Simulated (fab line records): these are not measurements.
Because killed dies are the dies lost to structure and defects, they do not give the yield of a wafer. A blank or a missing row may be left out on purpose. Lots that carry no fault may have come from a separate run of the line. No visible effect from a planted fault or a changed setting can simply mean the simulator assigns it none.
fab line records	flow n5Finfet	part 1 of 2: steps 1 to 4 of 6
record: lots: 23	wafers: 69	lastDay: 18
route steps=1938 shown BEOL_M6@1236 BEOL_M7@1297
lots that met no fault: from a run of the same line without faults
startH: hours from the record's opening day to when the first of the lot's shown wafers began	waitH: hours elapsed since this lot's preceding step	" as in the row above	L1.1+2: one row covering several wafers at once	- no value, or no start given	* or withheld: withheld	< > ~ a bound
route shown NAME@n: NAME is a module with steps in the file, n the number in the route of the first one	usual: mean/standard deviation taken from wafers without a fault	same: alike in all rows	chamber/n: place in a boat	sites: readings site by site	_std_site: standard deviation of those values	_edge_site: inner sites' mean taken away from outer sites' mean	radiusMm: for every site, how far away it sits from the centre of the wafer	mask NAME#n: copy n	behind: the most recent tool/chamber to have shaped the wafer	hold: the reason the lot was held/the length of the hold in hours/how it ended	device: names the non-switching transistor (n, p or np)	end of line: the same wafers' tests at the end of the route	for a step that has no rows: nothing shown but its recipe	killed: dies that structure and defects cost at the first sort, which is not the same as the wafer's yield	map: shows each die of a wafer: x if killed, . if not, _ if none is there
set.NAME: setting as actually run; set.NAME@STEP: the setting as run at that earlier step	model.NAME: the simulator's own value behind a step, which no gauge read
one table for each step of the route and one row for each wafer, over a sample of lots
services: a tool's chamber out of use, with start hour (startH, from the record's first day; less than 0 if before it), hours out, and reason
== steps ==
step: N5_BEOL_M6_VIA_ETCH_34
recipe: chemistry: C4F6/O2	target: SiCOH_lowk	targetDepthA: 1263	maskMaterial: SOC	taperDeg: 4	timeS: 50.9	ionEnergyEv: 250	pressureMtorr: 30	sourceW: 345	biasW: 185	Ar_flow_sccm: 300	C4F6_flow_sccm: 10	O2_flow_sccm: 10
usual: drypumpMotorCurrentA: 5.5/0.34	oesProductAu: 0.82/0.073	rfVppV: 666/7.2	showerheadPlenumPTorr: 2.88/0.085	throttleValvePct: 20.82/0.3
same: timeS: 50.9
lot.wafer	tool	chamber	startH	waitH	drypumpMotorCurrentA	oesProductAu	rfHoursCounterH	rfVppV	showerheadPlenumPTorr	throttleValvePct
L074.2	rieDiel-06	2	187.57	0.0	5.0	0.81	94	662	2.77	21.15
L074.3	"	3	"	"	6.5	0.71	211	674	2.93	21.05
L074.4	"	0	"	"	5.5	0.72	197	657	2.83	20.75
L075.1	rieDiel-04	3	188.06	0.0	5.5	0.90	37	664	2.89	20.39
L075.2	"	2	"	"	5.7	0.86	49	666	2.89	20.42
L075.3	"	0	"	"	5.4	0.82	65	666	2.99	21.11
L076.1	rieDiel-04	0	192.55	0.0	5.4	0.82	67	666	2.99	21.11
L076.2	"	2	"	"	5.7	0.84	51	666	2.89	20.40
L076.5	"	3	"	"	5.5	0.90	-	664	2.89	20.38
L077.3	rieDiel-06	1	200.53	0.0	5.3	0.76	141	659	2.73	21.17
L077.4	"	0	"	"	5.5	0.72	202	657	2.83	20.76
L077.6	"	3	"	"	6.5	0.70	-	673	2.93	21.07
L078.4	rieDiel-03	3	207.78	0.0	5.7	0.96	10	671	2.91	21.08
L078.5	"	2	"	"	5.7	0.86	-	680	3.02	20.56
L078.6	"	3	"	"	5.7	0.95	-	671	2.91	21.08
L080.1	rieDiel-04	2	217.76	0.0	5.6	0.84	60	666	2.89	20.41
L080.3	"	1	"	"	5.8	0.93	16	667	2.91	20.76
L080.4	"	3	"	"	5.5	0.88	48	663	2.89	20.39
L079.2	rieDiel-06	0	221.58	0.0	5.5	0.70	209	657	2.83	20.76
L079.3	"	1	"	"	5.3	0.74	148	657	2.73	21.17
L079.6	"	2	"	"	5.0	0.81	-	662	2.77	21.17
L081.1	rieDiel-04	3	228.22	0.0	5.5	0.87	52	662	2.89	20.40
L081.2	"	1	"	"	5.8	0.92	20	665	2.91	20.76
L081.6	"	0	"	"	5.4	0.81	-	666	2.98	21.14
L082.2	rieDiel-03	0	231.37	0.0	5.1	0.84	62	656	2.78	20.96
L082.4	"	1	"	"	5.6	0.97	-	672	2.81	20.62
L082.5	"	2	"	"	5.6	0.85	-	680	3.02	20.56
L084.1	rieDiel-04	1	237.18	0.0	5.7	0.90	23	666	2.91	20.75
L084.5	"	2	"	"	5.7	0.83	-	667	2.89	20.44
L084.6	"	3	"	"	5.5	0.87	-	664	2.89	20.38
L083.3	rieDiel-03	3	246.58	0.0	5.7	0.92	25	671	2.90	21.12
L083.4	"	1	"	"	5.6	0.93	7	673	2.81	20.63
L083.5	"	2	"	"	5.7	0.84	-	681	3.01	20.58
L085.2	rieDiel-06	1	248.60	0.0	5.3	0.73	159	658	2.73	21.22
L085.4	"	3	"	"	6.5	0.70	226	672	2.93	21.10
L085.5	"	0	"	"	5.5	0.70	-	655	2.82	20.77
L086.2	rieDiel-03	1	257.14	0.0	5.6	0.92	11	674	2.81	20.64
L086.3	"	2	"	"	5.7	0.84	59	680	3.01	20.58
L086.6	"	2	"	"	5.7	0.84	-	680	3.01	20.58
L087.2	rieDiel-03	2	272.30	0.0	5.7	0.84	64	680	3.01	20.58
L087.3	"	1	"	"	5.6	0.91	15	672	2.80	20.64
L087.5	"	2	"	"	5.7	0.84	-	680	3.01	20.59
L088.1	rieDiel-03	1	275.92	0.0	5.6	0.91	17	674	2.80	20.64
L088.4	"	0	"	"	5.1	0.82	79	657	2.77	20.98
L088.5	"	0	"	"	5.0	0.83	-	655	2.77	20.98
L090.2	rieDiel-04	1	277.79	0.0	5.8	0.88	37	665	2.91	20.78
L090.3	"	0	"	"	5.4	0.78	97	666	2.98	21.17
L090.5	"	1	"	"	5.8	0.89	-	666	2.91	20.78
L092.1	rieDiel-04	0	279.79	0.0	5.4	0.78	99	666	2.98	21.18
L092.2	"	1	"	"	5.8	0.88	38	667	2.91	20.78
L092.3	"	2	"	"	5.7	0.81	82	667	2.88	20.46
L089.2	rieDiel-04	3	282.40	0.0	5.5	0.85	71	663	2.88	20.43
L089.3	"	0	"	"	5.4	0.79	100	664	2.97	21.18
L089.6	"	3	"	"	5.5	0.85	-	664	2.88	20.43
L091.1	rieDiel-06	0	282.40	0.0	5.5	0.70	233	655	2.82	20.80
L091.4	"	3	"	"	6.5	0.69	239	675	2.92	21.12
L091.5	"	1	"	"	5.3	0.72	-	657	2.72	21.24
L094.1	rieDiel-04	1	301.80	0.0	5.7	0.86	46	667	2.90	20.79
L094.4	"	2	"	"	5.7	0.80	89	666	2.88	20.47
L094.5	"	2	"	"	5.7	0.80	-	665	2.88	20.45
L093.3	rieDiel-04	0	302.19	0.0	5.4	0.77	107	665	2.97	21.18
L093.5	"	3	"	"	5.5	0.83	-	662	2.88	20.44
L093.6	"	0	"	"	5.4	0.77	-	665	2.97	21.17
L096.1	rieDiel-06	0	322.19	0.0	5.5	0.69	236	656	2.82	20.79
L096.2	"	2	"	"	5.0	0.76	141	663	2.75	21.22
L096.4	"	2	"	"	5.0	0.76	-	663	2.75	21.23
L097.2	rieDiel-03	0	335.88	0.0	5.1	0.79	100	655	2.76	21.01
L097.4	"	2	"	"	5.6	0.81	-	679	3.00	20.61
L097.5	"	0	"	"	5.1	0.79	-	656	2.76	21.03
step: N5_BEOL_M6_TRENCH_ETCH_37
recipe: chemistry: C4F6/O2	targetDepthA: 944.35	target: SiCOH_lowk	timeS: 31.5	ionEnergyEv: 250	pressureMtorr: 30	sourceW: 345	biasW: 185	Ar_flow_sccm: 300	C4F6_flow_sccm: 10	O2_flow_sccm: 10
usual: drypumpMotorCurrentA: 5.6/0.35	oesProductAu: 0.82/0.072	rfVppV: 666/7	showerheadPlenumPTorr: 2.88/0.085	throttleValvePct: 20.86/0.3
same: timeS: 31.5
lot.wafer	tool	chamber	startH	waitH	drypumpMotorCurrentA	oesProductAu	rfHoursCounterH	rfVppV	showerheadPlenumPTorr	throttleValvePct
L074.2	rieDiel-06	2	-	-	5.0	0.81	94	663	2.77	21.18
L074.3	"	3	"	"	6.5	0.71	211	674	2.93	21.09
L074.4	"	0	"	"	5.5	0.72	197	658	2.83	20.77
L075.1	rieDiel-04	3	-	-	5.5	0.89	37	663	2.89	20.41
L075.2	"	2	"	"	5.7	0.85	49	666	2.89	20.42
L075.3	"	0	"	"	5.4	0.82	65	666	2.99	21.13
L076.1	rieDiel-04	0	-	-	5.4	0.82	67	667	2.99	21.16
L076.2	"	2	"	"	5.7	0.85	51	665	2.89	20.45
L076.5	"	3	"	"	5.5	0.89	-	663	2.89	20.42
L077.3	rieDiel-06	1	-	-	5.3	0.75	141	657	2.73	21.23
L077.4	"	0	"	"	5.5	0.72	202	658	2.83	20.77
L077.6	"	3	"	"	6.5	0.71	-	674	2.93	21.09
L078.4	rieDiel-03	3	-	-	5.7	0.96	10	671	2.91	21.13
L078.5	"	2	"	"	5.6	0.87	-	680	3.02	20.58
L078.6	"	3	"	"	5.7	0.96	-	671	2.91	21.14
L080.1	rieDiel-04	2	-	-	5.7	0.85	60	666	2.89	20.46
L080.3	"	1	"	"	5.8	0.92	16	666	2.92	20.78
L080.4	"	3	"	"	5.5	0.87	48	663	2.89	20.43
L079.2	rieDiel-06	0	-	-	5.5	0.71	209	656	2.83	20.80
L079.3	"	1	"	"	5.3	0.76	148	656	2.73	21.21
L079.6	"	2	"	"	5.0	0.81	-	663	2.77	21.19
L081.1	rieDiel-04	3	-	-	5.5	0.87	52	664	2.89	20.44
L081.2	"	1	"	"	5.7	0.91	20	667	2.91	20.78
L081.6	"	0	"	"	5.4	0.80	-	667	2.98	21.18
L082.2	rieDiel-03	0	-	-	5.1	0.84	63	658	2.78	20.99
L082.4	"	1	"	"	5.5	0.96	-	674	2.81	20.64
L082.5	"	2	"	"	5.6	0.85	-	679	3.02	20.58
L084.1	rieDiel-04	1	-	-	5.7	0.91	23	666	2.91	20.80
L084.5	"	2	"	"	5.6	0.83	-	666	2.89	20.45
L084.6	"	3	"	"	5.5	0.87	-	665	2.89	20.44
L083.3	rieDiel-03	3	-	-	5.6	0.91	25	673	2.90	21.13
L083.4	"	1	"	"	5.6	0.93	7	673	2.81	20.64
L083.5	"	2	"	"	5.7	0.84	-	680	3.01	20.60
L085.2	rieDiel-06	1	-	-	5.3	0.74	159	657	2.73	21.22
L085.4	"	3	"	"	6.5	0.70	226	675	2.93	21.12
L085.5	"	0	"	"	5.5	0.70	-	656	2.82	20.83
L086.2	rieDiel-03	1	-	-	5.6	0.92	11	675	2.81	20.66
L086.3	"	2	"	"	5.7	0.82	59	680	3.01	20.60
L086.6	"	2	"	"	5.6	0.82	-	679	3.01	20.61
L087.2	rieDiel-03	2	-	-	5.7	0.83	64	681	3.01	20.62
L087.3	"	1	"	"	5.6	0.91	15	673	2.80	20.66
L087.5	"	2	"	"	5.7	0.83	-	679	3.01	20.61
L088.1	rieDiel-03	1	-	-	5.6	0.91	17	673	2.80	20.69
L088.4	"	0	"	"	5.1	0.82	79	657	2.77	21.02
L088.5	"	0	"	"	5.1	0.81	-	655	2.77	21.04
L090.2	rieDiel-04	1	-	-	5.7	0.88	37	668	2.91	20.81
L090.3	"	0	"	"	5.4	0.78	97	665	2.98	21.18
L090.5	"	1	"	"	5.7	0.88	-	666	2.91	20.82
L092.1	rieDiel-04	0	-	-	5.4	0.79	99	666	2.98	21.21
L092.2	"	1	"	"	5.7	0.88	38	666	2.91	20.82
L092.3	"	2	"	"	5.7	0.81	82	666	2.88	20.49
L089.2	rieDiel-04	3	-	-	5.5	0.84	71	663	2.88	20.47
L089.3	"	0	"	"	5.4	0.78	100	665	2.97	21.19
L089.6	"	3	"	"	5.5	0.85	-	662	2.88	20.46
L091.1	rieDiel-06	2	-	-	5.0	0.78	124	662	2.76	21.22
L091.4	"	2	"	"	5.0	0.79	-	664	2.76	21.22
L091.5	"	3	"	"	6.5	0.69	-	673	2.92	21.13
L094.1	rieDiel-04	1	-	-	5.8	0.86	46	667	2.90	20.83
L094.4	"	2	"	"	5.7	0.81	89	665	2.88	20.51
L094.5	"	2	"	"	5.7	0.80	-	665	2.88	20.49
L093.3	rieDiel-04	0	-	-	5.4	0.78	107	665	2.97	21.22
L093.5	"	3	"	"	5.5	0.84	-	663	2.88	20.49
L093.6	"	0	"	"	5.4	0.77	-	665	2.97	21.23
L096.1	rieDiel-06	0	-	-	5.4	0.70	236	657	2.82	20.84
L096.2	"	2	"	"	5.0	0.77	141	662	2.75	21.24
L096.4	"	2	"	"	5.0	0.77	-	662	2.75	21.24
L097.2	rieDiel-03	0	-	-	5.1	0.80	100	655	2.76	21.03
L097.4	"	2	"	"	5.7	0.81	-	679	3.00	20.61
L097.5	"	0	"	"	5.1	0.79	-	656	2.76	21.02
step: N5_BEOL_M7_OVL_MEAS_29
recipe: pointsPerWafer: 522
usual: V6_OVL: -0.2/0.82
same: pointsPerWafer: 522
lot.wafer	tool	chamber	startH	waitH	V6_OVL[nm]
L074.2	overlay-01	0	194.09	0.0	-0.5
L074.3	"	0	"	"	0.0
L074.4	"	0	"	"	0.8
L075.1	overlay-01	0	196.20	0.0	-2.3
L075.2	"	0	"	"	-0.7
L075.3	"	0	"	"	-1.6
L076.1	overlay-02	0	200.07	0.1	1.7
L076.2	"	0	"	"	0.2
L076.5	"	0	"	"	0.7
L077.3	overlay-01	0	207.41	0.0	1.1
L077.4	"	0	"	"	0.8
L077.6	"	0	"	"	0.6
L078.4	overlay-01	0	214.34	0.0	0.6
L078.5	"	0	"	"	0.3
L078.6	"	0	"	"	1.3
L080.1	overlay-02	0	225.13	0.0	-0.2
L080.3	"	0	"	"	-0.1
L080.4	"	0	"	"	0.2
L079.2	overlay-01	0	229.16	0.0	-0.7
L079.3	"	0	"	"	-1.8
L079.6	"	0	"	"	-0.9
L081.1	overlay-02	0	236.91	0.0	0.5
L081.2	"	0	"	"	0.0
L081.6	"	0	"	"	-0.7
L082.2	overlay-02	0	240.14	0.0	-1.0
L082.4	"	0	"	"	-0.7
L082.5	"	0	"	"	-1.4
L084.1	overlay-01	0	248.28	0.0	0.1
L084.5	"	0	"	"	0.1
L084.6	"	0	"	"	0.3
L083.3	overlay-01	0	253.43	0.0	-0.7
L083.4	"	0	"	"	-0.4
L083.5	"	0	"	"	-0.3
L085.2	overlay-02	0	256.60	0.0	0.4
L085.4	"	0	"	"	0.0
L085.5	"	0	"	"	-0.2
L086.2	overlay-01	0	266.05	0.0	-0.9
L086.3	"	0	"	"	0.4
L086.6	"	0	"	"	-0.1
L087.2	overlay-02	0	281.68	0.0	-0.9
L087.3	"	0	"	"	-1.1
L087.5	"	0	"	"	-0.6
L088.1	overlay-02	0	281.89	0.0	-0.4
L088.4	"	0	"	"	-1.0
L088.5	"	0	"	"	-0.8
L090.2	overlay-02	0	284.01	0.0	-0.2
L090.3	"	0	"	"	0.6
L090.5	"	0	"	"	-0.3
L092.1	overlay-02	0	287.56	0.0	-1.1
L092.2	"	0	"	"	-0.6
L092.3	"	0	"	"	-0.8
L089.2	overlay-01	0	287.90	0.0	-1.1
L089.3	"	0	"	"	-1.4
L089.6	"	0	"	"	-0.3
L091.1	overlay-01	0	290.08	0.0	-0.6
L091.4	"	0	"	"	-0.4
L091.5	"	0	"	"	-0.2
L094.1	overlay-02	0	311.99	0.0	-1.4
L094.4	"	0	"	"	-1.0
L094.5	"	0	"	"	-1.3
L093.3	overlay-01	0	312.71	0.0	0.3
L093.5	"	0	"	"	0.2
L093.6	"	0	"	"	0.4
L096.1	overlay-02	0	334.57	0.0	0.7
L096.2	"	0	"	"	-0.1
L096.4	"	0	"	"	-0.3
L097.2	overlay-02	0	344.80	0.0	1.0
L097.4	"	0	"	"	1.7
L097.5	"	0	"	"	-0.4
step: N5_BEOL_M7_INSPECT_30
recipe: mode: adi	inspectInstrument: brightfield
usual: rawDefectCount: 390/89
lot.wafer	tool	chamber	startH	waitH	rawDefectCount
L074.2	defectInspect-01	-	194.14	0.0	373
L074.3	"	-	"	"	300
L074.4	"	-	"	"	251
L075.1	defectInspect-01	-	196.26	0.1	388
L075.2	"	-	"	"	548
L075.3	"	-	"	"	434
L076.1	defectInspect-01	-	200.12	0.1	255
L076.2	"	-	"	"	389
L076.5	"	-	"	"	327
L077.3	defectInspect-01	-	207.46	0.0	229
L077.4	"	-	"	"	253
L077.6	"	-	"	"	245
L078.4	defectInspect-01	-	214.38	0.0	349
L078.5	"	-	"	"	249
L078.6	"	-	"	"	308
L080.1	defectInspect-02	-	225.18	0.1	337
L080.3	"	-	"	"	345
L080.4	"	-	"	"	332
L079.2	defectInspect-01	-	229.21	0.0	332
L079.3	"	-	"	"	466
L079.6	"	-	"	"	351
L081.1	defectInspect-01	-	236.96	0.1	524
L081.2	"	-	"	"	395
L081.6	"	-	"	"	336
L082.2	defectInspect-02	-	240.20	0.0	373
L082.4	"	-	"	"	451
L082.5	"	-	"	"	474
L084.1	defectInspect-02	-	248.33	0.1	473
L084.5	"	-	"	"	328
L084.6	"	-	"	"	443
L083.3	defectInspect-02	-	253.48	0.0	422
L083.4	"	-	"	"	370
L083.5	"	-	"	"	342
L085.2	defectInspect-02	-	256.65	0.0	346
L085.4	"	-	"	"	370
L085.5	"	-	"	"	483
L086.2	defectInspect-01	-	266.10	0.0	359
L086.3	"	-	"	"	353
L086.6	"	-	"	"	401
L087.2	defectInspect-01	-	281.73	0.0	252
L087.3	"	-	"	"	337
L087.5	"	-	"	"	367
L088.1	defectInspect-01	-	281.94	0.1	456
L088.4	"	-	"	"	360
L088.5	"	-	"	"	413
L090.2	defectInspect-02	-	284.07	0.0	547
L090.3	"	-	"	"	433
L090.5	"	-	"	"	419
L092.1	defectInspect-02	-	287.62	0.1	252
L092.2	"	-	"	"	376
L092.3	"	-	"	"	330
L089.2	defectInspect-01	-	287.96	0.0	524
L089.3	"	-	"	"	408
L089.6	"	-	"	"	388
L091.1	defectInspect-02	-	290.14	0.1	584
L091.4	"	-	"	"	581
L091.5	"	-	"	"	461
L094.1	defectInspect-02	-	312.06	0.1	540
L094.4	"	-	"	"	523
L094.5	"	-	"	"	407
L093.3	defectInspect-02	-	312.75	0.0	512
L093.5	"	-	"	"	432
L093.6	"	-	"	"	356
L096.1	defectInspect-01	-	334.62	0.1	266
L096.2	"	-	"	"	314
L096.4	"	-	"	"	345
L097.2	defectInspect-01	-	344.85	0.0	343
L097.4	"	-	"	"	308
L097.5	"	-	"	"	377
